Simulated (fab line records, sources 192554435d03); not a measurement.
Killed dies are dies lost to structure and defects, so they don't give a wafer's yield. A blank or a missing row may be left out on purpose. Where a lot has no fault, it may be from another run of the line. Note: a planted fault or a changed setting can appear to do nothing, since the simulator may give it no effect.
Lot-split experiment -- flow n5_finfet -- on a route of 1938 steps: 7 lots, 21 wafers read

== ON THE SPLIT ==
At N5_BEOL_M0_SAQP_ALD_48 (deposits SiO2, target thk 20 nm, pulse time 1 s, co reactant pulse time 1 s), the setting ald_cycles was moved away from the recipe's 139 on 7 of the 21 wafers read, by -15.1% to +11.5%. For the rest of the wafers, this setting stayed at what the recipe calls for.

Split to reading: the file shows no intervening step.

== THE READING ==
SiO2_of_BEOL_M0_SAQP_ALD_48.thk_nm (the simulator's own value, which no gauge read), in nm, at N5_BEOL_M0_SAQP_ETCH_49 (etches SiO2 in CF4/O2, target depth 37 nm). The file does not state a usual value for it. The 14 wafers here that ran the recipe average 14.7 nm, standard deviation 0.43 nm.

wafer,"tool, chamber at the split",ald_cycles as run,against the recipe,"SiO2_of_BEOL_M0_SAQP_ALD_48.thk_nm, nm",against lot-mates on the recipe
L077.2,"ald_sin-03, 1,0",118,-15.1%,11.4,-3.0
L077.3,"ald_sin-03, 1,0",118,-15.1%,12.2,-2.2
L077.4,"ald_sin-03, 3",139,recipe,14.4,-
L078.2,"ald_sin-04, 1,3",139,recipe,14.2,-
L078.5,"ald_sin-04, 0",139,recipe,14.8,-
L078.6,"ald_sin-04, 1,3",139,recipe,14.4,-
L082.1,"ald_sin-03, 2",130,-6.5%,14.2,-0.8
L082.2,"ald_sin-03, 0,2",139,recipe,15.2,-
L082.5,"ald_sin-03, 0,2",139,recipe,14.8,-
L088.1,"ald_sin-04, 3",139,recipe,14.8,-
L088.3,"ald_sin-04, 2,0",139,recipe,14.8,-
L088.4,"ald_sin-04, 2,0",139,recipe,13.8,-
L089.2,"ald_sin-03, 2",139,recipe,15.2,-
L089.3,"ald_sin-03, 0",152,+9.4%,15.8,+1.2
L089.4,"ald_sin-03, 3",139,recipe,14,-
L094.1,"ald_sin-03, 1,0",139,recipe,15,-
L094.2,"ald_sin-03, 2",155,+11.5%,16.2,+1.4
L094.3,"ald_sin-03, 1,0",139,recipe,14.6,-
L096.1,"ald_sin-03, 0",139,recipe,15.2,-
L096.2,"ald_sin-03, 2",118,-15.1%,11.6,-3.6
L096.3,"ald_sin-03, 1",118,-15.1%,12.8,-2.4
If several chambers appear in one row, that row covers several wafers at once and the file leaves open which wafer was in which chamber.

FIT RESULTS
A straight line over all 21 wafers: SiO2_of_BEOL_M0_SAQP_ALD_48.thk_nm changes by +0.162 nm for each +1% of ald_cycles; r = +0.93; the points scatter about the line by 0.49 nm.
The same after taking each lot's own level away (the mean of its wafers on the recipe; 21 wafers): +0.169 nm for each +1%; r = +0.95; scatter 0.43 nm.
That fit puts the effect of the largest move of ald_cycles on the reading at 2.5 nm.
Measured against the standard deviation above, the lots' own levels, which go from 14.40 to 15.20 nm, span 1.9 times it.
The two slopes are in agreement: the lot-to-lot level therefore moves the slope only a little.
Check: -2.53 nm against its lot-mates is what the line predicts for one of the wafers moved furthest among these (-15.1%) when that wafer is left out of the fit. It came out at -3 nm against them.

== THESE WAFERS: OTHER SPLITS ==
Note: prior to the reading, these wafers also went through further splits. Each is held against what the fit with the lots' levels taken away leaves over:
other split on the same wafers,wafers away from the commonest value,r with SiO2_of_BEOL_M0_SAQP_ALD_48.thk_nm (lot level and that fit taken away)
N5_MOL_CONTACT_COAG_COAT_58 spin_rpm,10,+0.38
N5_MOL_CONTACT_COAG_ALD_133 ald_cycles,7,-0.06
N5_BEOL_M0_SAQP_PECVD_04 time_s,9,-0.01
N5_BEOL_M0_SAQP_COAT_81 temp_c,5,+0.11

== THE WHOLE CHAIN: every reading that the file lists as answering this split, in the file's order ==
step,what it does,reading,change (the file's fit),r (the file's)
N5_BEOL_M0_SAQP_ALD_48,"deposits SiO2, target thk 20 nm, pulse time 1 s, co reactant pulse time 1 s","SiO2_of_BEOL_M0_SAQP_ALD_48.thk_nm (the simulator's own value, which no gauge read)",+0.203 nm for each +1% of the setting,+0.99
N5_BEOL_M0_SAQP_ETCH_49,"etches SiO2 in CF4/O2, target depth 37 nm","SiO2_of_BEOL_M0_SAQP_ALD_48.thk_nm (the simulator's own value, which no gauge read)",+0.163 nm for each +1% of the setting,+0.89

== THE FILE'S OWN FIT ==
SiO2_of_BEOL_M0_SAQP_ALD_48.thk_nm changes by +0.163 nm for each +1% of ald_cycles, r = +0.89.
